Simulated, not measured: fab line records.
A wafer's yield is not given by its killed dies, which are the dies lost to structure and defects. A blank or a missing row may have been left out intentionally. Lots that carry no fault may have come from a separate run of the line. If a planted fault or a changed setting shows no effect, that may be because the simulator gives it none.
Chamber matching -- flow n5 finfet -- 4 sister chambers for N5_BEOL_M8_VIA_ETCH_34 on rie diel-04
The step etches SiCOH lowk in C4F6/O2, target depth 125.5 nm, time 50.5 s. 4 wafers are shown with their chamber, then 7 later ones without.

WAFERS PAIRED WITH THEIR CHAMBERS
wafer,chamber,showerhead plenum p Torr (Torr)
L086.3,3,2.87
L086.5,0,3.02
L090.1,1,2.74
L090.5,2,2.79

WAFERS MISSING THEIR CHAMBER
wafer,showerhead plenum p Torr (Torr)
L090.6,2.74
L093.1,3.01
L093.3,2.74
L093.5,2.78
L091.1,2.78
L091.2,2.74
L091.4,2.86

WHICH CHAMBER EACH WENT THROUGH
wafer,from the rows above,in truth
L090.6,1,1
L093.1,0,0
L093.3,1,1
L093.5,2,2
L091.1,2,2
L091.2,1,1
L091.4,3,3
Placed correctly: 7 of 7. Not placeable from these rows: 0. Wrongly placed: 0.
How it was worked out, from the rows above alone: a wafer's distance from a chamber is the root of the sum, over the readings, of the square of ((its reading less the chamber's mean) divided by the reading's scatter). If the next closest chamber is less than 2 further off than the closest, the wafer can't be placed; otherwise it belongs to the closest. A chamber's mean is the mean of its shown wafers. The scatter: root of mean squared gap, hidden wafer to nearest shown wafer, with one shown wafer a chamber.
